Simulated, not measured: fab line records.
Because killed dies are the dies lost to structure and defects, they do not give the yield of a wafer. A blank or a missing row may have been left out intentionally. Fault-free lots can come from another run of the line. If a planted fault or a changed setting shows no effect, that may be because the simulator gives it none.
Chamber matching | flow n5 finfet | N5_BEOL_M2_STRIP_36 on rie diel-02 has 4 sister chambers
The step strips in N2/H2. 14 wafers are shown with their chamber, then 7 later ones without.

WAFERS PAIRED WITH THEIR CHAMBERS
wafer  | chamber | drypump motor current A (A) | throttle valve pct (%) | oes product au (a.u.)
L074.3 | 0       | 6.3                         | 23.3                   | 0.75
L074.4 | 1       | 6.6                         | 23.4                   | 0.83
L074.5 | 3       | 5.8                         | 23.6                   | 0.69
L075.1 | 0       | 6.4                         | 23.3                   | 0.75
L075.3 | 1       | 6.6                         | 23.4                   | 0.82
L075.6 | 2       | 5.9                         | 23.6                   | 0.74
L077.1 | 3       | 5.8                         | 23.7                   | 0.68
L077.3 | 0       | 6.4                         | 23.3                   | 0.74
L077.6 | 2       | 5.9                         | 23.7                   | 0.73
L080.1 | 2       | 5.9                         | 23.7                   | 0.72
L080.3 | 1       | 6.6                         | 23.4                   | 0.83
L080.5 | 2       | 5.9                         | 23.7                   | 0.73
L081.1 | 0       | 6.4                         | 23.3                   | 0.72
L081.2 | 1       | 6.6                         | 23.4                   | 0.81

SIGNATURES (means of the wafers above)
reading                 | chamber 0 | chamber 1 | chamber 2 | chamber 3 | scatter within a chamber
drypump motor current A | 6.375     | 6.600     | 5.900     | 5.800     | 0.0274
throttle valve pct      | 23.300    | 23.400    | 23.675    | 23.650    | 0.0354
oes product au          | 0.7400    | 0.8225    | 0.7300    | 0.6850    | 0.0106
Rule: a wafer lies at a distance from a chamber equal to the root of the sum of squares, over the readings, of (its reading less the chamber's mean, divided by the reading's scatter). If the next closest chamber is less than 2 further off than the closest, the wafer can't be placed; otherwise it belongs to the closest. The scatter is the square root of a quotient: the sum, over the shown wafers, of each reading's squared deviation from its chamber's mean, divided by wafers minus chambers.

WAFERS WHOSE CHAMBER IS MISSING
wafer  | drypump motor current A (A) | throttle valve pct (%) | oes product au (a.u.)
L081.5 | 6.4                         | 23.3                   | 0.73
L085.2 | 5.9                         | 23.7                   | 0.72
L085.4 | 6.5                         | 23.4                   | 0.80
L085.6 | 5.9                         | 23.7                   | 0.72
L095.2 | 5.9                         | 23.7                   | 0.70
L095.3 | 5.8                         | 23.4                   | 0.93
L095.4 | 6.5                         | 23.4                   | 0.78

CHAMBER TAKEN BY EACH
wafer  | from the rows above     | in truth
L081.5 | 0                       | 0
L085.2 | 2                       | 2
L085.4 | 1                       | 1
L085.6 | 2                       | 2
L095.2 | can't be placed: 2 or 3 | 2
L095.3 | 2                       | 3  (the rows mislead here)
L095.4 | can't be placed: 1 or 0 | 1
Placed correctly: 4 of 7. Unplaceable from these rows: 2, with the true chamber sitting among the candidates in 2. Number placed wrongly: 1.
